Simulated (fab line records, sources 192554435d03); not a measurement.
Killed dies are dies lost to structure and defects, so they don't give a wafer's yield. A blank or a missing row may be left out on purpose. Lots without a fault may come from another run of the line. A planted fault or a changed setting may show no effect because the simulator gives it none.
Chamber matching | flow n5_finfet | N5_BEOL_M11_ILD_DEP_00 on pecvd-04: 3 sister chambers
The step deposits SiCOH lowk from DEMS/porogen, target thk 308.51 nm, time 58 s. 6 wafers are shown with their chamber, then 9 later ones without.

WAFERS WITH THEIR CHAMBER
wafer  | chamber | heater_power_w (W) | showerhead_plenum_p_Torr (Torr)
L076.4 | 2       | 245                | 5.729
L080.1 | 0       | 318                | 5.735
L087.1 | 2       | 233                | 5.738
L088.1 | 1       | 236                | 5.734
L088.5 | 0       | 317                | 5.734
L088.6 | 1       | 245                | 5.731

WAFERS WITHOUT THEIR CHAMBER
wafer  | heater_power_w (W) | showerhead_plenum_p_Torr (Torr)
L090.2 | 279                | 5.716
L090.5 | 222                | 5.740
L090.6 | 283                | 5.736
L093.3 | 195                | 5.736
L093.4 | 291                | 5.744
L093.5 | 209                | 5.734
L092.2 | 324                | 5.731
L092.3 | 250                | 5.731
L092.4 | 255                | 5.736

WHICH CHAMBER EACH WENT THROUGH
wafer  | from the rows above          | in truth
L090.2 | can't be placed: 1 or 0 or 2 | 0
L090.5 | can't be placed: 2 or 1      | 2
L090.6 | can't be placed: 0 or 1 or 2 | 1
L093.3 | can't be placed: 2 or 1      | 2
L093.4 | 0                            | 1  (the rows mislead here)
L093.5 | can't be placed: 2 or 1      | 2
L092.2 | 0                            | 0
L092.3 | can't be placed: 1 or 2      | 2
L092.4 | can't be placed: 1 or 2      | 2
Placed correctly: 1 of 9. Can't be placed from these rows: 7 (the true chamber is among the candidates in 7). Placed wrongly: 1.
How it was worked out, from the rows above alone: a wafer's distance from a chamber is the root of the sum, over the readings, of the square of ((its reading less the chamber's mean) divided by the reading's scatter). The wafer belongs to the nearest chamber; if the next one is less than 2 further off, it can't be placed. A chamber's mean is the mean of its shown wafers. The scatter: the root of (the sum of the squares of (reading less its chamber's mean) over the shown wafers, divided by (wafers less chambers)).
